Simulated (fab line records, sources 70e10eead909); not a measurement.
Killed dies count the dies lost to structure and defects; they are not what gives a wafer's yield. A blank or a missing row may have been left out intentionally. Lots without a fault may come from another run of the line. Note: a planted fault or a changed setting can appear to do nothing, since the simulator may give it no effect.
fab line records	flow nandHarc
[record] lots = 6	wafers = 18	lastDay = 33
route steps=1302 shown A_STAIRCASE@725 END@1302
lots untouched by any fault: they come from a run of this same line in which no faults occurred
startH: the number of hours between the record's first day and the start of the first shown wafer of the lot	waitH: how many hours have passed since the lot's step before this one	" the same as in the row above	L1.1+2: a single row standing in for several wafers	- value missing, or start not given	* or withheld: withheld	< > ~ a bound
route shown NAME@n: NAME is a module with steps in the file, n the number in the route of the first one	usual: average and standard deviation across the fault-free wafers	same: alike in all rows	chamber/n: place in a boat	sites: readings site by site	_std_site: the standard deviation of these	_edge_site: mean of outer sites minus mean of inner sites	radiusMm: how far each site lies from the wafer's centre	mask NAME#n: copy n	behind: the tool/chamber that last shaped the wafer	hold: cause of the lot's hold/its duration in hours/its outcome	device: the n, p or np transistor that did not switch	end of line: tests of these same wafers at the route's end	step lacking rows: just its recipe	killed: the dies lost at the first sort to structure and to defects; this is not the yield of the wafer	map: shows each die of a wafer: x if killed, . if not, _ if none is there
set.NAME: the setting that was run; set.NAME@STEP: the one run at that earlier step	model.NAME: the simulator's own value behind a step, which no gauge read
a table for each step, a row for each wafer; lots at some steps of the route
services: from which hour (startH, from the record's first day; less than 0 if before it) a tool's chamber was out of use, for how many hours, and why
[[steps]]
[step NHARC_A_STAIRCASE_COAT_211]
[recipe] spinRpm = 1200
[step NHARC_A_STAIRCASE_SOFTBAKE_212]
[recipe] tempC = 135	timeS = 170
[step NHARC_A_STAIRCASE_EBR_213]
[step NHARC_A_STAIRCASE_EXPOSE_214]
[recipe] na = 0.5	doseMj = 31.26	maskId = STAIR_3
[step NHARC_A_STAIRCASE_PEB_215]
[recipe] pebTempC = 115	pebTimeS = 130
[step NHARC_A_STAIRCASE_DEVELOP_216]
[recipe] timeS = 140
[step NHARC_A_STAIRCASE_HARDBAKE_218]
[recipe] tempC = 120	timeS = 140
[step NHARC_A_STAIRCASE_DESCUM_219]
[recipe] timeS = 3	o2FlowSccm = 200	arFlowSccm = 0	biasPowerW = 0	chemistry = O2
[usual] chamberPressureMTorr = 59.99/0.065	drypumpMotorCurrentA = 5.5/0.64	mfcArSccm = 0.012/0.012	o2FlowSccm = 200.0/0.59	oesProductAu = 1.000/0.011	rfVppV = 57.8/0.89	showerheadPlenumPTorr = 1.90/0.084	throttleValvePct = 11.309/0.0086
lot.wafer	tool	chamber	startH	waitH	chamberPressureMTorr	drypumpMotorCurrentA	mfcArSccm	o2FlowSccm	oesProductAu	rfHoursCounterH	rfVppV	showerheadPlenumPTorr	throttleValvePct
L824.3	rieDiel-01	0	348.44	-	60.19	5.5	0.041	199.9	1.002	55	59.1	1.92	11.313
L824.4	"	1	"	"	59.94	6.7	0	201.1	1.027	54	57.2	1.94	11.307
L824.1	"	3	"	"	59.98	4.9	0	200.2	0.995	53	57.0	1.82	11.317
L828.4	rieDiel-05	3	401.67	-	60.02	4.9	0.010	200.1	0.994	41	57.1	1.77	11.297
L828.6	"	2	"	"	60.01	6.3	0.018	200.1	0.978	-	58.2	1.85	11.307
L828.5	"	3	"	"	60.00	4.9	0.010	201.1	0.994	-	57.8	1.77	11.310
L839.1	rieDiel-05	2	510.77	-	59.98	6.3	0.018	200.2	1.005	26	58.1	1.84	11.311
L839.4	"	1	"	"	60.00	4.8	0.023	200.1	1.010	24	56.8	1.82	11.318
L839.6	"	3	"	"	59.99	4.9	0.010	200.3	1.007	-	58.5	2.07	11.310
L840.4	rieDiel-05	3	519.89	-	59.96	4.9	0.010	200.7	0.986	29	58.5	2.07	11.318
L840.1	"	0	"	"	59.92	5.3	0.020	199.8	1.000	27	57.0	1.87	11.307
L840.5	"	0	"	"	60.00	5.3	0.020	199.8	1.000	-	57.1	1.87	11.314
L844.3	rieDiel-06	0	561.75	-	59.88	5.6	0	200.2	1.006	21	57.8	1.98	11.300
L844.1	"	2	"	"	59.96	5.0	0.004	200.5	1.000	21	57.1	1.87	11.304
L844.6	"	0	"	"	59.91	5.6	0	200.4	1.007	-	59.1	1.98	11.319
L847.4	rieDiel-01	1	592.57	-	59.90	6.7	0	199.8	1.022	11	58.8	1.92	11.305
L847.1	"	3	"	"	59.98	4.9	0	200.4	0.996	11	57.7	1.80	11.318
L847.2	"	0	"	"	60.04	5.5	0.041	199.9	1.005	13	58.2	1.89	11.307
[step NHARC_A_STAIRCASE_TRIM_220]
[recipe] timeS = 211.2	o2FlowSccm = 500	arFlowSccm = 0	biasW = 0	chemistry = O2
[usual] chamberPressureMTorr = 60.00/0.057	drypumpMotorCurrentA = 5.5/0.63	mfcArSccm = 0.011/0.011	o2FlowSccm = 500.0/1.5	oesProductAu = 0.999/0.0097	rfVppV = 57.8/0.8	showerheadPlenumPTorr = 3.50/0.15	throttleValvePct = 17.037/0.0087
lot.wafer	tool	chamber	startH	waitH	chamberPressureMTorr	drypumpMotorCurrentA	mfcArSccm	o2FlowSccm	oesProductAu	rfHoursCounterH	rfVppV	showerheadPlenumPTorr	throttleValvePct
L824.1	rieDiel-01	2	348.53	0.1	59.95	5.7	0	500.0	1.002	53	56.6	3.52	17.044
L824.3	"	0	"	"	60.00	5.5	0.041	498.5	0.995	55	58.4	3.53	17.041
L824.4	"	1	"	"	60.11	6.8	0	501.0	1.011	54	58.7	3.58	17.053
L828.4	rieDiel-05	1	401.76	0.1	59.97	4.8	0.023	498.5	1.005	50	57.2	3.38	17.035
L828.6	"	0	"	"	60.00	5.3	0.020	500.9	1.014	-	57.7	3.47	17.045
L828.5	"	1	"	"	59.99	4.8	0.023	496.6	1.008	-	58.7	3.38	17.028
L839.1	rieDiel-05	0	510.85	0.1	60.04	5.3	0.020	498.7	1.000	24	56.5	3.46	17.044
L839.4	"	2	"	"	60.02	6.3	0.018	501.6	0.993	26	58.9	3.40	17.028
L839.6	"	0	"	"	60.03	5.3	0.020	499.7	1.002	-	57.9	3.46	17.038
L840.4	rieDiel-05	3	519.99	0.1	60.01	4.9	0.010	499.6	0.990	29	59.4	3.79	17.045
L840.1	"	1	"	"	59.93	4.8	0.023	500.9	0.998	28	57.0	3.37	17.040
L840.5	"	3	"	"	60.08	4.9	0.010	499.7	0.990	-	58.5	3.79	17.044
L844.3	rieDiel-06	2	561.83	0.1	60.01	5.0	0.004	498.6	1.000	21	56.9	3.46	17.035
L844.1	"	1	"	"	59.91	5.5	0	500.6	1.003	20	57.9	3.58	17.033
L844.6	"	2	"	"	60.00	5.0	0.004	497.6	1.007	-	56.4	3.46	17.033
L847.2	rieDiel-01	2	592.65	0.1	60.14	5.7	0	501.0	0.997	9	57.2	3.48	17.012
L847.1	"	3	"	"	59.98	4.9	0	500.9	0.996	11	56.7	3.33	17.053
L847.4	"	1	"	"	59.98	6.7	0	501.4	1.020	11	56.7	3.53	17.038
[step NHARC_A_STAIRCASE_ETCH_221]
[recipe] targetDepthA = 1000	timeS = 40.5	ionEnergyEv = 400	c4f8FlowSccm = 20	o2FlowSccm = 10	arFlowSccm = withheld	rfW = 600	biasW = 1000	chemistry = C4F8/O2
[usual] chamberPressureMTorr = 25.001/0.02	oesProductAu = 0.944/0.014	rfVppV = 894/5.1
lot.wafer	tool	chamber	startH	waitH	chamberPressureMTorr	oesProductAu	rfHoursCounterH	rfVppV
L824.3	rieDiel-01	0	-	-	25.002	0.928	55	896
L824.4	"	1	"	"	24.998	0.939	54	898
L824.1	"	2	"	"	24.982	0.923	53	895
L828.4	rieDiel-05	1	-	-	25.007	0.931	50	890
L828.5	"	0	"	"	25.010	0.949	-	893
L828.6	"	1	"	"	24.974	0.941	-	890
L839.1	rieDiel-05	1	-	-	25.033	0.957	25	890
L839.4	"	2	"	"	25.012	0.955	26	892
L839.6	"	3	"	"	25.021	0.940	-	905
L840.1	rieDiel-05	3	-	-	24.998	0.928	29	905
L840.4	"	0	"	"	25.032	0.948	27	894
L840.5	"	3	"	"	24.991	0.925	-	905
L844.3	rieDiel-06	2	-	-	24.977	0.956	21	893
L844.1	"	3	"	"	24.967	0.960	22	905
L844.6	"	2	"	"	25.036	0.957	-	893
L847.2	rieDiel-01	3	-	-	24.971	0.912	11	889
L847.1	"	0	"	"	24.979	0.925	13	895
L847.4	"	1	"	"	25.005	0.939	11	897
[step NHARC_A_STAIRCASE_TRIM_222]
[recipe] timeS = 211.2	o2FlowSccm = 500	arFlowSccm = 0	biasW = 0	chemistry = O2
[usual] chamberPressureMTorr = 60.00/0.064	drypumpMotorCurrentA = 5.5/0.62	mfcArSccm = 0.012/0.012	o2FlowSccm = 499.9/1.5	oesProductAu = 0.999/0.011	rfVppV = 57.6/0.97	showerheadPlenumPTorr = 3.50/0.14	throttleValvePct = 17.036/0.0097
lot.wafer	tool	chamber	startH	waitH	chamberPressureMTorr	drypumpMotorCurrentA	mfcArSccm	o2FlowSccm	oesProductAu	rfHoursCounterH	rfVppV	showerheadPlenumPTorr	throttleValvePct
L824.4	rieDiel-01	3	-	-	59.96	4.9	0	496.9	0.993	53	56.9	3.36	17.047
L824.3	"	0	"	"	60.02	5.5	0.041	498.6	0.994	55	58.9	3.53	17.052
L824.1	"	1	"	"	59.95	6.8	0	500.3	1.016	54	56.4	3.58	17.042
L828.4	rieDiel-05	0	-	-	59.96	5.3	0.020	498.0	1.002	50	56.9	3.47	17.046
L828.6	"	0	"	"	59.91	5.3	0.020	499.6	1.014	-	58.2	3.47	17.053
L828.5	"	1	"	"	59.94	4.8	0.023	499.1	1.003	-	57.4	3.38	17.036
L839.1	rieDiel-05	2	-	-	59.98	6.3	0.018	499.4	0.997	26	56.6	3.40	17.049
L839.4	"	0	"	"	60.04	5.3	0.020	498.6	1.007	24	59.1	3.46	17.029
L839.6	"	1	"	"	59.93	4.8	0.023	498.7	1.026	-	56.9	3.37	17.038
L840.4	rieDiel-05	0	-	-	60.01	5.3	0.020	501.0	1.006	27	57.3	3.46	17.032
L840.1	"	1	"	"	60.00	4.8	0.023	500.0	1.028	28	55.6	3.37	17.032
L840.5	"	1	"	"	60.09	4.7	0.023	500.1	1.022	-	57.9	3.37	17.029
L844.3	rieDiel-06	0	-	-	60.05	5.6	0	499.6	1.005	22	59.2	3.64	17.050
L844.1	"	3	"	"	59.99	6.5	0	499.3	0.998	22	57.8	3.80	17.018
L844.6	"	0	"	"	60.08	5.6	0	500.9	0.998	-	57.6	3.64	17.026
L847.2	rieDiel-01	3	-	-	59.89	4.9	0	499.4	0.986	11	58.9	3.33	17.036
L847.1	"	0	"	"	59.94	5.5	0.041	500.7	0.993	13	56.9	3.49	17.037
L847.4	"	1	"	"	60.12	6.8	0	500.6	1.016	11	59.0	3.53	17.054
[step NHARC_A_STAIRCASE_ETCH_223]
[recipe] targetDepthA = 1000	timeS = 40.5	ionEnergyEv = 400	c4f8FlowSccm = 20	o2FlowSccm = 10	arFlowSccm = withheld	rfW = 600	biasW = 1000	chemistry = C4F8/O2
[usual] chamberPressureMTorr = 25.000/0.024	oesProductAu = 0.944/0.016	rfVppV = 895/5.3
lot.wafer	tool	chamber	startH	waitH	chamberPressureMTorr	oesProductAu	rfHoursCounterH	rfVppV
L824.3	rieDiel-01	3	348.91	-	24.974	0.934	53	890
L824.4	"	0	"	"	24.988	0.946	55	896
L824.1	"	1	"	"	25.022	0.960	54	899
L828.4	rieDiel-05	2	402.20	-	24.991	0.937	43	893
L828.6	"	1	"	"	25.016	0.943	-	891
L828.5	"	2	"	"	24.988	0.925	-	890
L839.4	rieDiel-05	2	511.24	-	25.006	1.329	26	891
L839.1	"	0	"	"	25.016	1.359	24	894
L839.6	"	3	"	"	24.987	1.342	-	905
L840.4	rieDiel-05	1	520.36	-	25.025	1.361	28	891
L840.1	"	2	"	"	25.010	1.350	30	892
L840.5	"	2	"	"	25.046	1.334	-	891
L844.1	rieDiel-06	3	562.22	-	25.026	0.964	22	904
L844.3	"	0	"	"	24.968	0.945	22	898
L844.6	"	3	"	"	24.990	0.950	-	906
L847.1	rieDiel-01	3	593.04	-	25.040	0.929	12	889
L847.4	"	0	"	"	25.004	0.927	13	895
L847.2	"	2	"	"	25.003	0.914	9	895
[step NHARC_A_STAIRCASE_TRIM_224]
[recipe] timeS = 211.2	o2FlowSccm = 500	arFlowSccm = 0	biasW = 0	chemistry = O2
[usual] chamberPressureMTorr = 59.99/0.059	drypumpMotorCurrentA = 5.5/0.61	mfcArSccm = 0.011/0.011	o2FlowSccm = 500.0/1.4	oesProductAu = 0.997/0.011	rfVppV = 57.7/0.86	showerheadPlenumPTorr = 3.50/0.14	throttleValvePct = 17.037/0.0079
lot.wafer	tool	chamber	startH	waitH	chamberPressureMTorr	drypumpMotorCurrentA	mfcArSccm	o2FlowSccm	oesProductAu	rfHoursCounterH	rfVppV	showerheadPlenumPTorr	throttleValvePct
L824.4	rieDiel-01	2	-	-	59.92	5.7	0	501.5	0.994	54	58.6	3.52	17.035
L824.1	"	0	"	"	60.06	5.5	0.041	499.3	0.988	55	57.6	3.53	17.043
L824.3	"	1	"	"	59.98	6.7	0	498.8	1.020	54	57.7	3.58	17.033
L828.4	rieDiel-05	2	-	-	60.00	6.3	0.018	497.7	0.990	43	58.0	3.41	17.035
L828.5	"	2	"	"	60.08	6.3	0.018	499.5	0.991	-	58.5	3.41	17.034
L828.6	"	3	"	"	60.02	4.9	0.010	501.5	0.996	-	58.2	3.28	17.040
L839.1	rieDiel-05	3	-	-	60.06	4.9	0.010	499.3	0.989	25	57.9	3.79	17.038
L839.4	"	2	"	"	59.90	6.4	0.018	498.7	0.988	26	58.1	3.40	17.022
L839.6	"	3	"	"	59.95	4.9	0.010	500.2	0.993	-	57.8	3.79	17.043
L840.1	rieDiel-05	0	-	-	59.97	5.3	0.020	499.4	1.001	27	56.3	3.46	17.034
L840.4	"	1	"	"	60.09	4.8	0.023	499.8	1.018	28	56.6	3.37	17.033
L840.5	"	1	"	"	59.90	4.8	0.023	499.5	1.010	-	58.2	3.37	17.039
L844.1	rieDiel-06	1	-	-	60.04	5.5	0	497.8	0.998	20	56.5	3.58	17.046
L844.3	"	2	"	"	59.93	5.0	0.004	500.0	0.995	21	58.7	3.46	17.026
L844.6	"	2	"	"	60.04	5.0	0.004	500.6	1.008	-	56.3	3.46	17.039
L847.1	rieDiel-01	3	-	-	59.99	4.9	0	502.1	0.990	12	57.4	3.33	17.042
L847.2	"	1	"	"	60.02	6.8	0	500.7	1.013	11	59.0	3.53	17.033
L847.4	"	2	"	"	60.13	5.7	0	500.5	0.990	9	56.6	3.48	17.036
[step NHARC_END_SORT_01]
[recipe] tempC = 25
[usual] killedAtArray = 53/19	killedAtOther = 0.7/1.1	killedAtPeriphery = 4.2/2.7	killedDies = 58/18	killedOpen = 3.1/1.9	killedShort = 2.5/1.6
[same] grossDies = 677
lot.wafer	tool	chamber	startH	waitH	killedAtArray	killedAtOther	killedAtPeriphery	killedDies	killedOpen	killedShort
L839.1	prober-01	0	691.31	2.5	672	0	5	677	3	3
L839.4	prober-01	0	693.69	3.4	674	0	3	677	0	1
L839.6	prober-01	0	695.27	4.0	668	0	9	677	7	3
L840.1	prober-01	0	708.26	2.5	670	0	7	677	4	1
L840.4	prober-01	0	710.65	3.4	673	1	3	677	7	2
L840.5	prober-01	0	711.44	3.7	674	0	3	677	1	2
// killed by level:class
L839.1 A_STAIRCASE:areaEtch=605 A_SLIT:chamberFilmFlake=34 A_CHANNEL_HOLE_D1:chamberFilmFlake=20 A_CONTACT:chamberFilmFlake=7 P_ZERO_WELL:chamberFilmFlake=2 P_ZERO_WELL:geometricParticle:short=1 A_CHANNEL_HOLE_D1:geometricParticle:open=1 A_ONON_D2:geometricParticle:short=1
L839.4 A_STAIRCASE:areaEtch=615 A_SLIT:chamberFilmFlake=26 A_CHANNEL_HOLE_D1:chamberFilmFlake=23 A_CONTACT:chamberFilmFlake=5 A_STAIRCASE:chamberFilmFlake=3 A_BLC:chamberFilmFlake=2 P_GATE:geometricParticle:short=1 P_ZERO_WELL:chamberFilmFlake=1
L839.6 A_STAIRCASE:areaEtch=586 A_CHANNEL_HOLE_D1:chamberFilmFlake=29 A_SLIT:chamberFilmFlake=28 A_CONTACT:chamberFilmFlake=9 P_STI:chamberFilmFlake=3 A_WL_FILL:chamberFilmFlake=3 P_GATE:geometricParticle:open=2 A_CHANNEL_HOLE_D2:chamberFilmFlake=2
L840.1 A_STAIRCASE:areaEtch=624 A_SLIT:chamberFilmFlake=26 A_CHANNEL_HOLE_D1:chamberFilmFlake=9 P_M1:chamberFilmFlake=5 A_ZERO_WELL:chamberFilmFlake=3 A_CONTACT:chamberFilmFlake=3 P_STI:chamberFilmFlake=2 A_CHANNEL_FILL_D2:geometricParticle:open=1
L840.4 A_STAIRCASE:areaEtch=615 A_SLIT:chamberFilmFlake=22 A_CHANNEL_HOLE_D1:chamberFilmFlake=13 A_STAIRCASE:chamberFilmFlake=5 A_CONTACT:chamberFilmFlake=4 A_DECK1_JOINT:chamberFilmFlake=2 A_CHANNEL_FILL_D2:chamberFilmFlake=2 P_CONTACT:geometricParticle:open=1
L840.5 A_STAIRCASE:areaEtch=623 A_SLIT:chamberFilmFlake=26 A_CHANNEL_HOLE_D1:chamberFilmFlake=11 A_CONTACT:chamberFilmFlake=5 A_CHANNEL_FILL_D1:chamberFilmFlake=2 A_STAIRCASE:chamberFilmFlake=2 A_CHANNEL_FILL_D1:geometricParticle:short=1 A_WL_FILL:geometricParticle:short=1
// map L839.1 (x killed, . not)
____________x____________
_________xxxxxxx_________
_______xxxxxxxxxxx_______
______xxxxxxxxxxxxx______
_____xxxxxxxxxxxxxxx_____
____xxxxxxxxxxxxxxxxx____
____xxxxxxxxxxxxxxxxx____
___xxxxxxxxxxxxxxxxxxx___
___xxxxxxxxxxxxxxxxxxx___
__xxxxxxxxxxxxxxxxxxxxx__
__xxxxxxxxxxxxxxxxxxxxx__
_xxxxxxxxxxxxxxxxxxxxxxx_
_xxxxxxxxxxxxxxxxxxxxxxx_
_xxxxxxxxxxxxxxxxxxxxxxx_
_xxxxxxxxxxxxxxxxxxxxxxx_
_xxxxxxxxxxxxxxxxxxxxxxx_
xxxxxxxxxxxxxxxxxxxxxxxxx
xxxxxxxxxxxxxxxxxxxxxxxxx
xxxxxxxxxxxxxxxxxxxxxxxxx
xxxxxxxxxxxxxxxxxxxxxxxxx
xxxxxxxxxxxxxxxxxxxxxxxxx
_xxxxxxxxxxxxxxxxxxxxxxx_
_xxxxxxxxxxxxxxxxxxxxxxx_
_xxxxxxxxxxxxxxxxxxxxxxx_
_xxxxxxxxxxxxxxxxxxxxxxx_
_xxxxxxxxxxxxxxxxxxxxxxx_
__xxxxxxxxxxxxxxxxxxxxx__
__xxxxxxxxxxxxxxxxxxxxx__
___xxxxxxxxxxxxxxxxxxx___
___xxxxxxxxxxxxxxxxxxx___
____xxxxxxxxxxxxxxxxx____
____xxxxxxxxxxxxxxxxx____
_____xxxxxxxxxxxxxxx_____
______xxxxxxxxxxxxx______
_______xxxxxxxxxxx_______
_________xxxxxxx_________
____________x____________
// map L840.1 (x killed, . not)
____________x____________
_________xxxxxxx_________
_______xxxxxxxxxxx_______
______xxxxxxxxxxxxx______
_____xxxxxxxxxxxxxxx_____
____xxxxxxxxxxxxxxxxx____
____xxxxxxxxxxxxxxxxx____
___xxxxxxxxxxxxxxxxxxx___
___xxxxxxxxxxxxxxxxxxx___
__xxxxxxxxxxxxxxxxxxxxx__
__xxxxxxxxxxxxxxxxxxxxx__
_xxxxxxxxxxxxxxxxxxxxxxx_
_xxxxxxxxxxxxxxxxxxxxxxx_
_xxxxxxxxxxxxxxxxxxxxxxx_
_xxxxxxxxxxxxxxxxxxxxxxx_
_xxxxxxxxxxxxxxxxxxxxxxx_
xxxxxxxxxxxxxxxxxxxxxxxxx
xxxxxxxxxxxxxxxxxxxxxxxxx
xxxxxxxxxxxxxxxxxxxxxxxxx
xxxxxxxxxxxxxxxxxxxxxxxxx
xxxxxxxxxxxxxxxxxxxxxxxxx
_xxxxxxxxxxxxxxxxxxxxxxx_
_xxxxxxxxxxxxxxxxxxxxxxx_
_xxxxxxxxxxxxxxxxxxxxxxx_
_xxxxxxxxxxxxxxxxxxxxxxx_
_xxxxxxxxxxxxxxxxxxxxxxx_
__xxxxxxxxxxxxxxxxxxxxx__
__xxxxxxxxxxxxxxxxxxxxx__
___xxxxxxxxxxxxxxxxxxx___
___xxxxxxxxxxxxxxxxxxx___
____xxxxxxxxxxxxxxxxx____
____xxxxxxxxxxxxxxxxx____
_____xxxxxxxxxxxxxxx_____
______xxxxxxxxxxxxx______
_______xxxxxxxxxxx_______
_________xxxxxxx_________
____________x____________
[[services]]
tool	chamber	startH	hours	kind
rieDiel-05	0	330.05	3.3	repair
rieDiel-05	0	337.54	-	clean
rieDiel-05	1	337.54	-	clean
rieDiel-05	2	337.54	-	clean
rieDiel-05	3	337.54	-	clean
rieDiel-05	0	362.06	-	clean
rieDiel-05	1	362.06	-	clean
rieDiel-05	2	362.06	-	clean
rieDiel-05	3	362.06	-	clean
rieDiel-05	1	365.82	2.9	repair
rieDiel-01	-	377.14	1.4	repair
rieDiel-01	-	381.26	9.0	pm
rieDiel-05	0	386.56	-	clean
rieDiel-05	1	386.56	-	clean
rieDiel-05	2	386.56	-	clean
rieDiel-05	3	386.56	-	clean
rieDiel-06	-	402.50	0.5	repair
rieDiel-05	-	406.63	9.0	pm
rieDiel-01	1	441.49	7.4	repair
rieDiel-06	-	484.25	9.0	pm
rieDiel-05	2	524.64	1.5	repair
rieDiel-01	3	528.71	7.8	repair
rieDiel-01	-	558.26	9.0	pm
rieDiel-05	-	583.68	9.0	pm
[[key]]
[firstSign] step = NHARC_A_STAIRCASE_ETCH_223	reading = oesProductAu	direction = up	sigmas = 26	usual = 0.944	struck = 1.346
[effect] step = NHARC_END_SORT_01	reading = killedDies	direction = up	sigmas = 34	usual = 58	struck = 677
[moreKillsBornAt] NHARC_A_STAIRCASE_ETCH_223@rieDiel-05 = 3668
metAt NHARC_A_STAIRCASE_ETCH_223
struckWafers L839.1,L839.4,L839.6,L840.1,L840.4,L840.5
laterRowsLeftOut L839.1,L839.4,L839.6,L840.1,L840.4,L840.5
testerLeftOut L839,L840
onsetBetween 402.20 511.24
[fault] kind = processParameterDrift	tool = rieDiel-05	chamber = -	onsetH = 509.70	steps = NHARC_A_STAIRCASE_ETCH_223	channel = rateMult	offset = 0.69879	shape = step	endH = 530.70
// testerLeftOut: of these lots the tester's yield and bins aren't shown, on N5 and GAA mostly nor the transistor test; their killed dies are dies lost to structure and defects alone, not to doping, threshold or leakage, so they don't give the yield
// laterRowsLeftOut: the simulator's readings of these wafers behind a module that went badly wrong aren't trusted and aren't shown, but for the sort
